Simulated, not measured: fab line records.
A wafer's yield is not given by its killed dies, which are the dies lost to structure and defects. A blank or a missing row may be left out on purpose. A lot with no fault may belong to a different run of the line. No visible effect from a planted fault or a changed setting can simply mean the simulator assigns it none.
Chamber matching ; flow nand-harc ; NHARC_A_DECK1_JOINT_CMP_02 on cmp-01: 4 sister chambers
The step polishes SiOx. 7 wafers are shown with their chamber, then 8 later ones without.

== WAFERS PAIRED WITH THEIR CHAMBERS ==
wafer;chamber;motor-current-A (A)
L542.3;0;11.6
L542.6;1;10.9
L543.2;0;10.8
L543.4;3;12.8
L545.5;1;11.4
L545.6;2;11.9
L547.3;2;12.2

== WAFERS MISSING THEIR CHAMBER ==
wafer;motor-current-A (A)
L547.5;13.1
L547.6;12.2
L554.1;13.7
L554.3;12.7
L554.5;10.7
L556.3;12.8
L556.4;12.0
L556.5;12.9

== CHAMBER TAKEN BY EACH ==
wafer;from the rows above;in truth
L547.5;can't be placed: 3 or 2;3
L547.6;can't be placed: 2 or 3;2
L554.1;can't be placed: 3 or 2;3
L554.3;can't be placed: 3 or 2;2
L554.5;can't be placed: 1 or 0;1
L556.3;can't be placed: 3 or 2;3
L556.4;can't be placed: 2 or 0 or 3 or 1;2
L556.5;can't be placed: 3 or 2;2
Correct placement for 0 of the 8. These rows do not allow placing 8 (true chamber among the candidates in 8). 0 placed wrongly.
How it was worked out, from the rows above alone: a wafer's distance from a chamber is the root of the sum, over the readings, of the square of ((its reading less the chamber's mean) divided by the reading's scatter). If the next closest chamber is less than 2 further off than the closest, the wafer can't be placed; otherwise it belongs to the closest. For every chamber, the mean is computed from those of its wafers that are shown. How the scatter is found: for the shown wafers, subtract from each reading the mean of its chamber, square and add these, divide the total by (wafers less chambers), then take the root.
